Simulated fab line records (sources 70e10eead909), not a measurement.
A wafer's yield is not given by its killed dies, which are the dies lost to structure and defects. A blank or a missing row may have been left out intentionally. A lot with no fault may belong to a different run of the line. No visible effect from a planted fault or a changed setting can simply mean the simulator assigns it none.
Chamber matching / flow nand harc / rie diel-11 running NHARC_A_STAIRCASE_ETCH_271: 4 sister chambers
The step etches the open film in CF4/CHF3. 8 wafers are shown with their chamber, then 7 later ones without.

## WAFERS PAIRED WITH THEIR CHAMBERS
wafer=L078.1; chamber=1; drypump motor current A (A)=5.47; showerhead plenum p Torr (Torr)=1.59
wafer=L078.2; chamber=3; drypump motor current A (A)=5.91; showerhead plenum p Torr (Torr)=1.55
wafer=L078.5; chamber=2; drypump motor current A (A)=5.94; showerhead plenum p Torr (Torr)=1.53
wafer=L083.2; chamber=0; drypump motor current A (A)=6.18; showerhead plenum p Torr (Torr)=1.70
wafer=L083.5; chamber=3; drypump motor current A (A)=5.89; showerhead plenum p Torr (Torr)=1.54
wafer=L083.6; chamber=0; drypump motor current A (A)=6.16; showerhead plenum p Torr (Torr)=1.70
wafer=L085.1; chamber=1; drypump motor current A (A)=5.47; showerhead plenum p Torr (Torr)=1.59
wafer=L085.2; chamber=2; drypump motor current A (A)=5.92; showerhead plenum p Torr (Torr)=1.52

## WAFERS WITHOUT THEIR CHAMBER
wafer=L085.6; drypump motor current A (A)=5.94; showerhead plenum p Torr (Torr)=1.52
wafer=L091.1; drypump motor current A (A)=5.93; showerhead plenum p Torr (Torr)=1.54
wafer=L091.3; drypump motor current A (A)=5.96; showerhead plenum p Torr (Torr)=1.52
wafer=L091.6; drypump motor current A (A)=5.94; showerhead plenum p Torr (Torr)=1.52
wafer=L097.2; drypump motor current A (A)=6.21; showerhead plenum p Torr (Torr)=1.69
wafer=L097.4; drypump motor current A (A)=5.93; showerhead plenum p Torr (Torr)=1.51
wafer=L097.5; drypump motor current A (A)=5.88; showerhead plenum p Torr (Torr)=1.53

## EACH ONE'S CHAMBER
wafer=L085.6; from the rows above=2; in truth=2
wafer=L091.1; from the rows above=can't be placed: 3 or 2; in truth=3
wafer=L091.3; from the rows above=2; in truth=2
wafer=L091.6; from the rows above=2; in truth=2
wafer=L097.2; from the rows above=0; in truth=0
wafer=L097.4; from the rows above=2; in truth=2
wafer=L097.5; from the rows above=can't be placed: 3 or 2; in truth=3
Correctly placed: 5 of 7. Cannot be placed on the basis of these rows: 2; the candidates contain the true chamber in 2. 0 placed wrongly.
How it was worked out, from the rows above alone: a wafer's distance from a chamber is the root of the sum, over the readings, of the square of ((its reading less the chamber's mean) divided by the reading's scatter). If the next closest chamber is less than 2 further off than the closest, the wafer can't be placed; otherwise it belongs to the closest. For every chamber, the mean is computed from those of its wafers that are shown. The scatter: the root of (the sum of the squares of (reading less its chamber's mean) over the shown wafers, divided by (wafers less chambers)).
